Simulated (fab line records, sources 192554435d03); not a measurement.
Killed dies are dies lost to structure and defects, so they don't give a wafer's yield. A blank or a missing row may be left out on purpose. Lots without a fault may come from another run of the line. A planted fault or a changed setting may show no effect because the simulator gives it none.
A struck lot beside a sound one | flow n5_finfet | 33 steps out of a route of 1938
Sound: wafers L388.3, L388.4, L388.6. Struck: wafers L393.1, L393.4, L393.5. The cause comes at the end.
At each step with rows: each side's tool, then ch and its chambers, then its first start. Under that, the readings that differ: sound wafers | struck wafers | difference of the means | sigmas: that difference in standard deviations of wafers without a fault.
alike: readings whose means differ by less than 2 such deviations, and words and numbers that are the same on both sides. not compared: withheld readings, readings that some wafer has no value for, bounds like >300 that may hide the same value, and numbers for which the record gives no deviation and whose values overlap.
The two part at a step that has a row with sigmas, a row that says differs or no value, or rows on one side only. Numbers that don't overlap but have no deviation are shown without sigmas and don't part them. A reading that every wafer of one side lacks parts them only if that side has two wafers or more.

N5_DUMMY_GATE_CD_MEAS_50: target cd 14 nm.
  sound on cd_sem-03, day 3 18:34; struck on cd_sem-03, day 5 00:32
  alike: cd_nm
then, 1 step without rows for these wafers: N5_DUMMY_GATE_ETCH_31 (etches SiO2 in C4F6/O2, target depth 82.5 nm, time 27.5 s).
N5_DUMMY_GATE_STRIP_41: strips in O2.
  sound on rie_diel-06 ch 0,3, day 3 18:40; struck on rie_diel-06 ch 0,2,3, day 5 00:51
  alike: drypump_motor_current_A, oes_product_au, rf_vpp_V, showerhead_plenum_p_Torr, temp_c, throttle_valve_pct
  not compared: rf_hours_counter_h
then, 1 step without rows for these wafers: N5_DUMMY_GATE_HM_OPEN_21 (chemistry CH3F/O2, target SiNx, target depth 120 nm, time 171.4 s).
N5_DUMMY_GATE_ETCH_32: etches SiO2 in CF4, target depth 3.5 nm, time 3.9 s.
  sound on rie_si-01 ch 0,2,3, day 3 18:52; struck on rie_si-01 ch 0,1,2, day 5 01:03
  alike: drypump_motor_current_A, oes_product_au, throttle_valve_pct
  not compared: rf_hours_counter_h
then, 2 steps without rows for these wafers: N5_DUMMY_GATE_ETCH_23 (etches poly-Si in HBr/Cl2/O2, target depth 41 nm, time 22.3 s); N5_DUMMY_GATE_ETCH_44 (etches poly-Si in HBr/O2, stops on SiO2, target depth 127.5 nm).
N5_DUMMY_GATE_CD_MEAS_24: target cd 15 nm.
  sound on cd_sem-01, day 3 19:04; struck on cd_sem-03, day 5 01:15
  alike: cd_nm
N5_DUMMY_GATE_ETCH_42: etches SiO2 in CHF3/O2, target depth 3.5 nm, time 31 s.
  sound on rie_diel-05 ch 1,2,3, day 3 19:18; struck on rie_diel-05 ch 2,3, day 5 01:18
  alike: drypump_motor_current_A, oes_product_au, rf_vpp_V, showerhead_plenum_p_Torr, throttle_valve_pct
  not compared: rf_hours_counter_h
N5_DUMMY_GATE_STRIP_48: strips in N2/H2, time 20 s.
  sound on rie_diel-05 ch 1,2,3, day 3 19:21; struck on rie_diel-05 ch 2,3, day 5 01:20
  alike: drypump_motor_current_A, oes_product_au, rf_vpp_V, showerhead_plenum_p_Torr, temp_c, throttle_valve_pct
  not compared: rf_hours_counter_h
then, 2 steps without rows for these wafers: N5_DUMMY_GATE_PRECLEAN_33 (cleans in dHF, time 10 s); N5_DUMMY_GATE_PRECLEAN_25 (cleans in O3/DIW, time 45 s).
N5_DUMMY_GATE_PRECLEAN_51: cleans in SC2, time 45 s.
  sound on wet_bench-04 ch 2,4,7, day 3 19:27; struck on wet_bench-01 ch 0,2,3, day 5 01:26
  alike: temp_c
then, 2 steps without rows for these wafers: N5_DUMMY_GATE_SRD_26 (time 30 s); N5_DUMMY_GATE_UV_OZONE_45 (time 120 s).
N5_DUMMY_GATE_INSPECT_27: inspects for defects (brightfield).
  sound on defect_inspect-02, day 3 19:32; struck on defect_inspect-02, day 5 01:32
  reading          | sound       | struck         | difference | sigmas
  raw_defect_count | 265 192 251 | 1334 1498 1389 | +1171      | +15
N5_SPACER0_ALD_07: deposits SiNx, target thk 2 nm.
  sound on ald_sin-02 ch 0,3, day 3 19:34; struck on ald_sin-04 ch 0,2, day 5 03:34
  alike: heater_power_w
then, 2 steps without rows for these wafers: N5_SPACER0_ALD_00 (deposits SiOCN, target thk 3.5 nm, pulse time 3 s, purge time 2 s); N5_SPACER0_ALD_08 (deposits SiNx, target thk 2 nm).
N5_SPACER0_INSPECT_04: inspects for defects (darkfield).
  sound on defect_inspect-01, day 3 20:08; struck on defect_inspect-02, day 5 04:08
  reading          | sound       | struck         | difference | sigmas
  raw_defect_count | 104 102 132 | 1293 1351 1248 | +1185      | +34
then, 8 steps without rows for these wafers: N5_SD_EPI_N_COAT_32 (time 60 s, resist thk 350 nm); N5_SD_EPI_N_COAT_33 (time 60 s, resist thk 35 nm); N5_SD_EPI_N_COAT_03 (resist thk 150 nm); N5_SD_EPI_N_EBR_05; N5_SD_EPI_N_SOFTBAKE_04 (time 60 s); N5_SD_EPI_N_EXPOSE_06 (exposes mask SD N BLK, target cd 120 nm); N5_SD_EPI_N_PEB_07 (peb time 60 s); N5_SD_EPI_N_DEVELOP_08 (develop time 30 s).
N5_SD_EPI_N_CD_MEAS_09: target cd 120 nm.
  sound on cd_sem-02 ch 0, day 3 20:25; struck on cd_sem-01 ch 0, day 5 04:32
  alike: cd_nm
N5_SD_EPI_N_OVL_MEAS_10:
  sound on overlay-01 ch 0, day 3 20:27; struck on overlay-02 ch 0, day 5 04:34
  alike: SD_N_BLK_OVL
N5_SD_EPI_N_INSPECT_11: inspects for defects (macro).
  sound on defect_inspect-02, day 3 20:28; struck on defect_inspect-02, day 5 04:35
  reading          | sound | struck         | difference | sigmas
  raw_defect_count | 0 0 3 | >300 >300 >300 | differs    |
then, 1 step without rows for these wafers: N5_SD_EPI_N_DESCUM_14 (chemistry O2, time 7.9 s).
-- the record jumps here: 9 days lie between the struck wafers' starts before and after (it left off in module SD_EPI_N and takes up again in module PASSIVATION, whose first step shown is number 1936 of the route) --
N5_PASSIVATION_PROBE_49:
  sound on prober-01, day 12 10:10; struck on prober-02, day 13 21:44
  reading             | sound       | struck      | difference | sigmas
  killed_at_M4_up     | 17 19 22    | 6 8 9       | -12        | -2
  killed_at_front_end | 42 32 34    | 185 181 119 | +126       | +10
  killed_dies         | 108 101 122 | 245 218 186 | +106       | +7
  alike: killed_at_M0_to_M3, killed_at_contacts, killed_at_other, killed_open, killed_short

WHERE THEY PART
First at N5_DUMMY_GATE_INSPECT_27; last, within this record, at N5_PASSIVATION_PROBE_49.

WHY: what the simulator had put in
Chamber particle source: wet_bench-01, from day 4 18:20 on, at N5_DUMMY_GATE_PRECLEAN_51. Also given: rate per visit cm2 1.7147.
